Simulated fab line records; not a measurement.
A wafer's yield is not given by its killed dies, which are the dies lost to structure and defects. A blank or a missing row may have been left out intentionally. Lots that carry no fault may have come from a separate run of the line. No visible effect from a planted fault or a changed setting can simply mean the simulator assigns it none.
Matching of chambers	flow n5Finfet	N5_FIN_SAQP_ETCH_34 on rieDiel-01: 4 sister chambers
The step etches SiO2 in C4F6/O2, target depth 45 nm, time 15 s. 8 wafers are shown with their chamber, then 11 later ones without.

== EACH WAFER AND ITS CHAMBER ==
wafer	chamber	drypumpMotorCurrentA (A)	showerheadPlenumPTorr (Torr)
L079.4	3	4.8	2.85
L080.1	3	4.8	2.85
L080.4	0	6.5	2.80
L080.5	2	5.7	2.82
L083.2	2	5.7	2.81
L083.5	1	5.8	2.81
L083.6	0	6.6	2.80
L084.1	1	5.7	2.81

== WAFERS WITH NO CHAMBER GIVEN ==
wafer	drypumpMotorCurrentA (A)	showerheadPlenumPTorr (Torr)
L084.3	6.5	2.80
L084.6	5.7	2.81
L085.1	4.8	2.84
L085.2	5.7	2.81
L085.3	6.5	2.80
L090.1	4.8	2.84
L090.2	5.7	2.81
L090.6	4.8	2.84
L092.3	6.5	2.79
L092.4	6.6	2.79
L092.6	4.8	2.83

== EACH ONE'S CHAMBER ==
wafer	from the rows above	in truth
L084.3	0	0
L084.6	can't be placed: 1 or 2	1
L085.1	3	3
L085.2	can't be placed: 1 or 2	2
L085.3	0	0
L090.1	3	3
L090.2	can't be placed: 1 or 2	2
L090.6	3	3
L092.3	0	0
L092.4	0	0
L092.6	3	3
Correctly placed: 8 of 11. Cannot be placed on the basis of these rows: 3; the candidates contain the true chamber in 3. Placed wrongly: 0.
How it was worked out, from the rows above alone: a wafer's distance from a chamber is the root of the sum, over the readings, of the square of ((its reading less the chamber's mean) divided by the reading's scatter). If the next closest chamber is less than 2 further off than the closest, the wafer can't be placed; otherwise it belongs to the closest. The mean given for a chamber averages the wafers shown for that chamber. The scatter is the square root of a quotient: the sum, over the shown wafers, of each reading's squared deviation from its chamber's mean, divided by wafers minus chambers.
